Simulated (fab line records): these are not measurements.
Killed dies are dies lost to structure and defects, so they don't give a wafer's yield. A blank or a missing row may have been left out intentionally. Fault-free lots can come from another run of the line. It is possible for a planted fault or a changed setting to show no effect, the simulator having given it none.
Matching of chambers || flow nand harc || 4 sister chambers for NHARC_A_BLC_STRIP_29 on rie diel-06
The step strips in CF4. 8 wafers are shown with their chamber, then 12 later ones without.

== WAFERS, EACH WITH ITS CHAMBER ==
{"wafer": "L085.2", "chamber": 1, "showerhead plenum p Torr (Torr)": 1.64, "drypump motor current A (A)": 6.2}
{"wafer": "L086.1", "chamber": 1, "showerhead plenum p Torr (Torr)": 1.64, "drypump motor current A (A)": 6.2}
{"wafer": "L087.5", "chamber": 0, "showerhead plenum p Torr (Torr)": 1.75, "drypump motor current A (A)": 5.6}
{"wafer": "L091.1", "chamber": 2, "showerhead plenum p Torr (Torr)": 1.69, "drypump motor current A (A)": 5.0}
{"wafer": "L091.4", "chamber": 0, "showerhead plenum p Torr (Torr)": 1.75, "drypump motor current A (A)": 5.6}
{"wafer": "L093.2", "chamber": 3, "showerhead plenum p Torr (Torr)": 1.70, "drypump motor current A (A)": 5.0}
{"wafer": "L093.3", "chamber": 2, "showerhead plenum p Torr (Torr)": 1.68, "drypump motor current A (A)": 4.9}
{"wafer": "L093.5", "chamber": 3, "showerhead plenum p Torr (Torr)": 1.70, "drypump motor current A (A)": 5.0}

== WAFERS WITH NO CHAMBER GIVEN ==
{"wafer": "L092.3", "showerhead plenum p Torr (Torr)": 1.70, "drypump motor current A (A)": 5.0}
{"wafer": "L092.4", "showerhead plenum p Torr (Torr)": 1.64, "drypump motor current A (A)": 6.2}
{"wafer": "L092.5", "showerhead plenum p Torr (Torr)": 1.75, "drypump motor current A (A)": 5.6}
{"wafer": "L094.2", "showerhead plenum p Torr (Torr)": 1.64, "drypump motor current A (A)": 6.2}
{"wafer": "L094.3", "showerhead plenum p Torr (Torr)": 1.68, "drypump motor current A (A)": 5.0}
{"wafer": "L094.4", "showerhead plenum p Torr (Torr)": 1.70, "drypump motor current A (A)": 5.1}
{"wafer": "L096.1", "showerhead plenum p Torr (Torr)": 1.64, "drypump motor current A (A)": 6.2}
{"wafer": "L096.2", "showerhead plenum p Torr (Torr)": 1.74, "drypump motor current A (A)": 5.6}
{"wafer": "L096.5", "showerhead plenum p Torr (Torr)": 1.64, "drypump motor current A (A)": 6.2}
{"wafer": "L097.2", "showerhead plenum p Torr (Torr)": 1.74, "drypump motor current A (A)": 5.6}
{"wafer": "L097.4", "showerhead plenum p Torr (Torr)": 1.68, "drypump motor current A (A)": 4.9}
{"wafer": "L097.6", "showerhead plenum p Torr (Torr)": 1.64, "drypump motor current A (A)": 6.2}

== THE CHAMBER EACH PASSED THROUGH ==
{"wafer": "L092.3", "from the rows above": 3, "in truth": 3}
{"wafer": "L092.4", "from the rows above": 1, "in truth": 1}
{"wafer": "L092.5", "from the rows above": 0, "in truth": 0}
{"wafer": "L094.2", "from the rows above": 1, "in truth": 1}
{"wafer": "L094.3", "from the rows above": 2, "in truth": 2}
{"wafer": "L094.4", "from the rows above": 3, "in truth": 3}
{"wafer": "L096.1", "from the rows above": 1, "in truth": 1}
{"wafer": "L096.2", "from the rows above": 0, "in truth": 0}
{"wafer": "L096.5", "from the rows above": 1, "in truth": 1}
{"wafer": "L097.2", "from the rows above": 0, "in truth": 0}
{"wafer": "L097.4", "from the rows above": 2, "in truth": 2}
{"wafer": "L097.6", "from the rows above": 1, "in truth": 1}
12 of 12 placed correctly. From these rows, 0 cannot be placed. Wrongly placed: 0.
How it was worked out, from the rows above alone: a wafer's distance from a chamber is the root of the sum, over the readings, of the square of ((its reading less the chamber's mean) divided by the reading's scatter). If the next closest chamber is less than 2 further off than the closest, the wafer can't be placed; otherwise it belongs to the closest. A chamber's mean is the mean of its shown wafers. The scatter: take each reading less its chamber's mean, square it, sum over the shown wafers, divide by the number of wafers less the number of chambers, and take the root.
